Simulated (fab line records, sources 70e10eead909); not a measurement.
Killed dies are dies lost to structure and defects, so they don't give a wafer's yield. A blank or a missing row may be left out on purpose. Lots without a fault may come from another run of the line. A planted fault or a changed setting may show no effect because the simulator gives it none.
One fault seen from 3 desks | flow nand_harc | each desk has only its own numbers; what lay behind them comes last

THE TOOL OWNER'S DESK: litho_track-06
The tool's own readings at NHARC_P_M1_PEB_07 (peb time 65 s): means of the sampled wafers that have a number, for each lot that ran on this tool. A lot is out of limits, marked OUT, if its mean lies more than 4 standard deviations from the usual mean; the brackets give that distance.
Columns: A = heater_power_total_W at NHARC_P_M1_PEB_07, usual 156.7 W
lot  | first seen here | A
L446 | day 6 03:24     | 156.8
L447 | day 6 16:09     | 156.6
L456 | day 10 21:04    | 219.8 (+99 or more) OUT
L457 | day 10 22:02    | 282.6 (+99 or more) OUT
L465 | day 14 10:37    | 156.5
L467 | day 15 01:32    | 156.7
This desk's finding: out of limits on L456, L457; first on L456, day 10 21:04 (heater_power_total_W at NHARC_P_M1_PEB_07). In limits: L446, L447, L465, L467.

THE METROLOGY DESK
What the gauges read, lot by lot, whatever tool the lot ran on: means of the sampled wafers that have a number. A lot is out of limits, marked OUT, if its mean lies more than 4 standard deviations from the usual mean; the brackets give that distance.
Columns: A = cd_nm at NHARC_P_M1_CD_MEAS_09, usual 130.0 nm; B = cd_nm at NHARC_P_M1_CD_MEAS_16, usual 129.9 nm
lot  | first seen here | A               | B
L446 | day 6 03:29     | 129.4           | 130.2
L447 | day 6 16:14     | 130.3           | 130.2
L453 | day 9 10:15     | 130.1           | 130.1
L456 | day 10 21:09    | 107.6 (-42) OUT | 106.9 (-39) OUT
L457 | day 10 22:07    | 86.5 (-82) OUT  | 86.1 (-74) OUT
L458 | day 11 12:10    | 130.2           | 129.9
L461 | day 12 12:12    | 129.5           | 129.5
L463 | day 13 03:30    | 130.8           | 130.5
L464 | day 13 16:40    | 129.5           | 129.6
L465 | day 14 10:41    | 129.6           | 129.6
L467 | day 15 01:37    | 129.8           | 129.4
L469 | day 15 18:25    | 130.6           | 130.4
This desk's finding: out of limits on L456, L457; first on L456, day 10 21:09 (cd_nm at NHARC_P_M1_CD_MEAS_09). In limits: L446, L447, L453, L458, L461, L463, L464, L465, L467, L469.

THE DEFECT DESK
What the inspections along the route counted, lot by lot: means of the sampled wafers that have a number. A lot is out of limits, marked OUT, if its mean lies more than 4 standard deviations from the usual mean; the brackets give that distance.
Columns: A = raw_defect_count at NHARC_P_M0_INSPECT_27, usual 289; B = raw_defect_count at NHARC_P_M1_INSPECT_11, usual 4
lot  | first seen here | A   | B
L446 | day 6 02:06     | 484 | 5
L447 | day 6 14:50     | 310 | 5
L453 | day 9 08:58     | 213 | 5
L456 | day 10 19:42    | 513 | 3
L457 | day 10 20:50    | 241 | 2
L458 | day 11 10:46    | 463 | 3
L461 | day 12 10:48    | 212 | 2
L463 | day 13 02:07    | 394 | 3
L464 | day 13 15:16    | 154 | 6
L465 | day 14 09:18    | 262 | 5
L467 | day 15 00:13    | 334 | 8
L469 | day 15 17:03    | 164 | 2
This desk's finding: nothing out of limits on any of the 12 lots.

PUT TOGETHER
The tool owner's desk could have raised an alarm at day 10 21:04, on L456, L457.
The metrology desk could have raised an alarm at day 10 21:09, on L456, L457.
The defect desk saw nothing out of limits.
The defect desk has L456, L457 on record, within its limits.
Of the lots named, all ran NHARC_P_M1_PEB_07 on litho_track-06.

WHAT THE SIMULATOR HAD PUT IN
Process parameter drift: litho_track-06, from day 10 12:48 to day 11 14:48, at NHARC_P_M1_PEB_07. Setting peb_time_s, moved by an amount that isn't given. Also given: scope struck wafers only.
Lots struck among those shown: L456, L457.
Hours from the fault's start to each desk's first reading out of limits: the tool owner's desk, 8; the metrology desk, 8.
